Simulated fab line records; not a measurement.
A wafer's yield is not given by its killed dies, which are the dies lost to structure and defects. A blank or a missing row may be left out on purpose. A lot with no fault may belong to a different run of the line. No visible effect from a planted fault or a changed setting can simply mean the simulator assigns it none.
Which tool did it? | flow n5_finfet | 11 lots, 33 wafers sampled, at 3 steps of a route of 1938

== WHAT THE GAUGES READ, wafer by wafer ==
N5_BEOL_M8_THK_MEAS_53: measures by xrf.
lot  | measured     | on            | M8_THK (nm)
L475 | day 10 01:34 | film_metro-02 | 77.3 81.5 77.8
L476 | day 10 02:02 | film_metro-02 | 80.5 78.7 80.1
L478 | day 10 19:02 | film_metro-02 | 79.9 81.2 83.3
L483 | day 12 15:37 | film_metro-01 | 80.6 83.4 85.4
L482 | day 13 00:43 | film_metro-01 | 79.7 77.5 77.4
L485 | day 13 04:57 | film_metro-02 | 78.9 79.4 77.9
L496 | day 15 13:39 | film_metro-02 | 83.0 79.1 77.3
L492 | day 15 17:55 | film_metro-01 | 81.4 84.1 82.6
L493 | day 15 18:50 | film_metro-02 | 79.5 79.6 79.2
L495 | day 15 23:00 | film_metro-01 | 81.7 78.0 80.4
L497 | day 16 08:40 | film_metro-02 | 80.7 80.0 84.3

== WHAT TOOL EACH LOT RAN ON (gives the tool, then ch and the chambers of the sampled wafers, and finally the start) ==
lot  | N5_BEOL_M8_PRE_CLEAN_45      | N5_BEOL_M8_CMP_52
L475 | pvd_sputter-02, day 10 00:10 | cmp-03 ch 2,3, day 10 01:18
L476 | pvd_sputter-02, day 10 00:32 | cmp-03 ch 0,1,3, day 10 01:44
L478 | pvd_sputter-02, day 10 17:29 | cmp-04 ch 1,2,3, day 10 18:44
L483 | pvd_sputter-03, day 12 12:25 | cmp-04 ch 1,2, day 12 15:20
L482 | pvd_sputter-02, day 12 23:13 | cmp-02 ch 1,2,3, day 13 00:25
L485 | pvd_sputter-02, day 13 03:22 | cmp-04 ch 2,3, day 13 04:42
L496 | pvd_sputter-02, day 15 11:37 | cmp-02 ch 1,2, day 15 13:22
L492 | pvd_sputter-01, day 15 16:04 | cmp-03 ch 0,1,2, day 15 17:44
L493 | pvd_sputter-03, day 15 17:07 | cmp-03 ch 0,2,3, day 15 18:38
L495 | pvd_sputter-03, day 15 20:29 | cmp-03 ch 0,1,3, day 15 22:42
L497 | pvd_sputter-03, day 16 06:08 | cmp-02 ch 1,2,3, day 16 08:26
- N5_BEOL_M8_PRE_CLEAN_45: time 30 s.
- N5_BEOL_M8_CMP_52: polishes, stops on SiCOH lowk, t overpolish 6.9 s, target thk 80 nm.

== THE ANSWER, worked out from the rows above alone ==
Rule: the lots themselves supply what counts as usual. The widest of any qualifying gaps counts: lots, ordered by their means at a reading, are off when they make up no more than a third of the lots, leave a main group of 4 or more, and stand apart from it by 3 or more times the standard deviation of that group's means. Not used: any main group whose means are identical at the precision the tables above print for the reading. Also off: a lot with no number at a reading for which 4 or more lots have one. The other lots that the step has rows for count as sound.
None of the lots is off at any reading shown; this tells nothing.

== WHAT THE SIMULATOR PUT IN ==
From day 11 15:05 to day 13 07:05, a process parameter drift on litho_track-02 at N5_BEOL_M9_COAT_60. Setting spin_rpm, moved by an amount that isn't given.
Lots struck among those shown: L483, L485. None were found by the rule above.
